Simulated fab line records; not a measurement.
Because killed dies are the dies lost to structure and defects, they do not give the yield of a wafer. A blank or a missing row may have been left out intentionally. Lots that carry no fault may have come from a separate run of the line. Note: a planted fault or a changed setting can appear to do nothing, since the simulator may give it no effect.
Matching of chambers || flow n5-finfet || N5_BEOL_M1_STRIP_66 on rie-diel-02 has 4 sister chambers
The step strips in CF4. 4 wafers are shown with their chamber, then 7 later ones without.

== WAFERS, EACH WITH ITS CHAMBER ==
{"wafer": "L076.4", "chamber": 1, "drypump-motor-current-A (A)": 5.7}
{"wafer": "L080.5", "chamber": 3, "drypump-motor-current-A (A)": 6.6}
{"wafer": "L082.1", "chamber": 0, "drypump-motor-current-A (A)": 6.5}
{"wafer": "L082.2", "chamber": 2, "drypump-motor-current-A (A)": 5.8}

== WAFERS WITH NO CHAMBER GIVEN ==
{"wafer": "L082.4", "drypump-motor-current-A (A)": 6.5}
{"wafer": "L086.2", "drypump-motor-current-A (A)": 5.7}
{"wafer": "L086.3", "drypump-motor-current-A (A)": 5.9}
{"wafer": "L086.4", "drypump-motor-current-A (A)": 6.5}
{"wafer": "L095.3", "drypump-motor-current-A (A)": 5.9}
{"wafer": "L095.4", "drypump-motor-current-A (A)": 6.6}
{"wafer": "L095.5", "drypump-motor-current-A (A)": 6.5}

== WHICH CHAMBER EACH WENT THROUGH ==
{"wafer": "L082.4", "from the rows above": "can't be placed: 0 or 3", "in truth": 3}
{"wafer": "L086.2", "from the rows above": "can't be placed: 1 or 2", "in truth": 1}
{"wafer": "L086.3", "from the rows above": "can't be placed: 2 or 1", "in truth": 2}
{"wafer": "L086.4", "from the rows above": "can't be placed: 0 or 3", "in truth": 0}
{"wafer": "L095.3", "from the rows above": "can't be placed: 2 or 1", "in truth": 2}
{"wafer": "L095.4", "from the rows above": "can't be placed: 3 or 0", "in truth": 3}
{"wafer": "L095.5", "from the rows above": "can't be placed: 0 or 3", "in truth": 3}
0 of 7 placed correctly. Can't be placed from these rows: 7 (the true chamber is among the candidates in 7). 0 placed wrongly.
How it was worked out, from the rows above alone: a wafer's distance from a chamber is the root of the sum, over the readings, of the square of ((its reading less the chamber's mean) divided by the reading's scatter). The wafer belongs to the nearest chamber; if the next one is less than 2 further off, it can't be placed. Each chamber's mean is taken over the wafers shown for it. The scatter (one wafer shown for each chamber): square how far every hidden wafer sits from the nearest shown wafer, average those squares and take the square root.
